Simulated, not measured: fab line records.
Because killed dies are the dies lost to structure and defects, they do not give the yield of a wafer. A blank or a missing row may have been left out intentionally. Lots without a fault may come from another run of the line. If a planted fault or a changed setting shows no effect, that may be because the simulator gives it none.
Matching of chambers :: flow nand_harc :: NHARC_A_STAIRCASE_DESCUM_443 on rie_diel-12 has 4 sister chambers
The step chemistry O2, time 3 s. 8 wafers are shown with their chamber, then 9 later ones without.

== WAFERS PAIRED WITH THEIR CHAMBERS ==
wafer: L075.5
chamber: 1
showerhead_plenum_p_Torr (Torr): 1.94
drypump_motor_current_A (A): 5.87

wafer: L082.1
chamber: 1
showerhead_plenum_p_Torr (Torr): 1.93
drypump_motor_current_A (A): 5.87

wafer: L085.1
chamber: 2
showerhead_plenum_p_Torr (Torr): 1.95
drypump_motor_current_A (A): 5.67

wafer: L085.2
chamber: 0
showerhead_plenum_p_Torr (Torr): 1.92
drypump_motor_current_A (A): 5.72

wafer: L085.4
chamber: 3
showerhead_plenum_p_Torr (Torr): 2.07
drypump_motor_current_A (A): 5.87

wafer: L088.3
chamber: 0
showerhead_plenum_p_Torr (Torr): 1.92
drypump_motor_current_A (A): 5.72

wafer: L088.5
chamber: 3
showerhead_plenum_p_Torr (Torr): 2.06
drypump_motor_current_A (A): 5.88

wafer: L088.6
chamber: 2
showerhead_plenum_p_Torr (Torr): 1.95
drypump_motor_current_A (A): 5.65

== WAFERS MISSING THEIR CHAMBER ==
wafer: L090.1
showerhead_plenum_p_Torr (Torr): 1.91
drypump_motor_current_A (A): 5.73

wafer: L090.2
showerhead_plenum_p_Torr (Torr): 2.06
drypump_motor_current_A (A): 5.88

wafer: L090.5
showerhead_plenum_p_Torr (Torr): 1.91
drypump_motor_current_A (A): 5.73

wafer: L092.1
showerhead_plenum_p_Torr (Torr): 1.92
drypump_motor_current_A (A): 5.87

wafer: L092.2
showerhead_plenum_p_Torr (Torr): 1.91
drypump_motor_current_A (A): 5.69

wafer: L092.3
showerhead_plenum_p_Torr (Torr): 1.95
drypump_motor_current_A (A): 5.65

wafer: L096.2
showerhead_plenum_p_Torr (Torr): 1.92
drypump_motor_current_A (A): 5.86

wafer: L096.4
showerhead_plenum_p_Torr (Torr): 1.91
drypump_motor_current_A (A): 5.68

wafer: L096.6
showerhead_plenum_p_Torr (Torr): 2.06
drypump_motor_current_A (A): 5.87

== WHICH CHAMBER EACH WENT THROUGH ==
wafer: L090.1
from the rows above: 0
in truth: 0

wafer: L090.2
from the rows above: 3
in truth: 3

wafer: L090.5
from the rows above: 0
in truth: 0

wafer: L092.1
from the rows above: 1
in truth: 1

wafer: L092.2
from the rows above: 0
in truth: 0

wafer: L092.3
from the rows above: 2
in truth: 2

wafer: L096.2
from the rows above: 1
in truth: 1

wafer: L096.4
from the rows above: 0
in truth: 0

wafer: L096.6
from the rows above: 3
in truth: 3
Placed correctly: 9 of 9. Left unplaced by these rows: 0. Placed wrongly: 0.
How it was worked out, from the rows above alone: a wafer's distance from a chamber is the root of the sum, over the readings, of the square of ((its reading less the chamber's mean) divided by the reading's scatter). The wafer belongs to the nearest chamber; if the next one is less than 2 further off, it can't be placed. Each chamber's mean is taken over the wafers shown for it. The scatter is the square root of a quotient: the sum, over the shown wafers, of each reading's squared deviation from its chamber's mean, divided by wafers minus chambers.
